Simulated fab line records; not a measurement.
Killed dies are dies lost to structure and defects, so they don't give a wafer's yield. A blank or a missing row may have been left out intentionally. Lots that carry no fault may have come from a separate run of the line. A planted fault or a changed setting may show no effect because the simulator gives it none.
Chamber matching || flow n5 finfet || rie diel-01 running N5_BEOL_M11_DESCUM_33: 4 sister chambers
The step chemistry O2, time 7.9 s. 18 wafers are shown with their chamber, then 9 later ones without.

EACH WAFER AND ITS CHAMBER
{"wafer": "L076.4", "chamber": 0, "showerhead plenum p Torr (Torr)": 2.23, "throttle valve pct (%)": 20.44, "drypump motor current A (A)": 5.3}
{"wafer": "L076.5", "chamber": 1, "showerhead plenum p Torr (Torr)": 1.98, "throttle valve pct (%)": 20.80, "drypump motor current A (A)": 5.1}
{"wafer": "L076.6", "chamber": 2, "showerhead plenum p Torr (Torr)": 2.04, "throttle valve pct (%)": 20.29, "drypump motor current A (A)": 5.4}
{"wafer": "L077.1", "chamber": 1, "showerhead plenum p Torr (Torr)": 1.98, "throttle valve pct (%)": 20.81, "drypump motor current A (A)": 5.1}
{"wafer": "L077.3", "chamber": 3, "showerhead plenum p Torr (Torr)": 2.15, "throttle valve pct (%)": 20.13, "drypump motor current A (A)": 5.6}
{"wafer": "L077.6", "chamber": 2, "showerhead plenum p Torr (Torr)": 2.04, "throttle valve pct (%)": 20.30, "drypump motor current A (A)": 5.5}
{"wafer": "L079.1", "chamber": 1, "showerhead plenum p Torr (Torr)": 1.98, "throttle valve pct (%)": 20.80, "drypump motor current A (A)": 5.1}
{"wafer": "L079.3", "chamber": 2, "showerhead plenum p Torr (Torr)": 2.04, "throttle valve pct (%)": 20.30, "drypump motor current A (A)": 5.4}
{"wafer": "L079.4", "chamber": 3, "showerhead plenum p Torr (Torr)": 2.15, "throttle valve pct (%)": 20.13, "drypump motor current A (A)": 5.6}
{"wafer": "L080.3", "chamber": 1, "showerhead plenum p Torr (Torr)": 1.98, "throttle valve pct (%)": 20.80, "drypump motor current A (A)": 5.1}
{"wafer": "L080.4", "chamber": 0, "showerhead plenum p Torr (Torr)": 2.23, "throttle valve pct (%)": 20.47, "drypump motor current A (A)": 5.3}
{"wafer": "L080.5", "chamber": 2, "showerhead plenum p Torr (Torr)": 2.04, "throttle valve pct (%)": 20.33, "drypump motor current A (A)": 5.5}
{"wafer": "L083.3", "chamber": 0, "showerhead plenum p Torr (Torr)": 2.23, "throttle valve pct (%)": 20.47, "drypump motor current A (A)": 5.4}
{"wafer": "L083.4", "chamber": 2, "showerhead plenum p Torr (Torr)": 2.03, "throttle valve pct (%)": 20.33, "drypump motor current A (A)": 5.4}
{"wafer": "L083.5", "chamber": 0, "showerhead plenum p Torr (Torr)": 2.23, "throttle valve pct (%)": 20.46, "drypump motor current A (A)": 5.3}
{"wafer": "L088.1", "chamber": 1, "showerhead plenum p Torr (Torr)": 1.97, "throttle valve pct (%)": 20.85, "drypump motor current A (A)": 5.1}
{"wafer": "L088.3", "chamber": 3, "showerhead plenum p Torr (Torr)": 2.15, "throttle valve pct (%)": 20.16, "drypump motor current A (A)": 5.6}
{"wafer": "L088.5", "chamber": 0, "showerhead plenum p Torr (Torr)": 2.22, "throttle valve pct (%)": 20.49, "drypump motor current A (A)": 5.3}

SIGNATURES (means of the wafers above)
{"reading": "showerhead plenum p Torr", "chamber 0": 2.2280, "chamber 1": 1.9780, "chamber 2": 2.0380, "chamber 3": 2.1500, "scatter within a chamber": 0.00414}
{"reading": "throttle valve pct", "chamber 0": 20.4660, "chamber 1": 20.8120, "chamber 2": 20.3100, "chamber 3": 20.1400, "scatter within a chamber": 0.0193}
{"reading": "drypump motor current A", "chamber 0": 5.320, "chamber 1": 5.100, "chamber 2": 5.440, "chamber 3": 5.600, "scatter within a chamber": 0.0378}
Rule: distance of a wafer from a chamber = root of the sum over the readings of ((wafer's reading minus chamber's mean) / reading's scatter) squared. The wafer belongs to the nearest chamber; if the next one is less than 2 further off, it can't be placed. The scatter: take each reading less its chamber's mean, square it, sum over the shown wafers, divide by the number of wafers less the number of chambers, and take the root.

WAFERS MISSING THEIR CHAMBER
{"wafer": "L085.1", "showerhead plenum p Torr (Torr)": 1.97, "throttle valve pct (%)": 20.83, "drypump motor current A (A)": 5.1}
{"wafer": "L085.4", "showerhead plenum p Torr (Torr)": 2.22, "throttle valve pct (%)": 20.48, "drypump motor current A (A)": 5.3}
{"wafer": "L085.6", "showerhead plenum p Torr (Torr)": 2.15, "throttle valve pct (%)": 20.15, "drypump motor current A (A)": 5.6}
{"wafer": "L092.2", "showerhead plenum p Torr (Torr)": 2.22, "throttle valve pct (%)": 20.49, "drypump motor current A (A)": 5.3}
{"wafer": "L092.4", "showerhead plenum p Torr (Torr)": 2.14, "throttle valve pct (%)": 20.18, "drypump motor current A (A)": 5.6}
{"wafer": "L092.6", "showerhead plenum p Torr (Torr)": 2.14, "throttle valve pct (%)": 20.20, "drypump motor current A (A)": 5.6}
{"wafer": "L094.2", "showerhead plenum p Torr (Torr)": 2.14, "throttle valve pct (%)": 20.17, "drypump motor current A (A)": 5.6}
{"wafer": "L094.3", "showerhead plenum p Torr (Torr)": 2.03, "throttle valve pct (%)": 20.37, "drypump motor current A (A)": 5.5}
{"wafer": "L094.5", "showerhead plenum p Torr (Torr)": 2.03, "throttle valve pct (%)": 20.36, "drypump motor current A (A)": 5.4}

WHICH CHAMBER EACH ONE RAN IN
{"wafer": "L085.1", "from the rows above": 1, "in truth": 1}
{"wafer": "L085.4", "from the rows above": 0, "in truth": 0}
{"wafer": "L085.6", "from the rows above": 3, "in truth": 3}
{"wafer": "L092.2", "from the rows above": 0, "in truth": 0}
{"wafer": "L092.4", "from the rows above": 3, "in truth": 3}
{"wafer": "L092.6", "from the rows above": 3, "in truth": 3}
{"wafer": "L094.2", "from the rows above": 3, "in truth": 3}
{"wafer": "L094.3", "from the rows above": 2, "in truth": 2}
{"wafer": "L094.5", "from the rows above": 2, "in truth": 2}
9 of 9 placed correctly. Not placeable from these rows: 0. 0 placed wrongly.
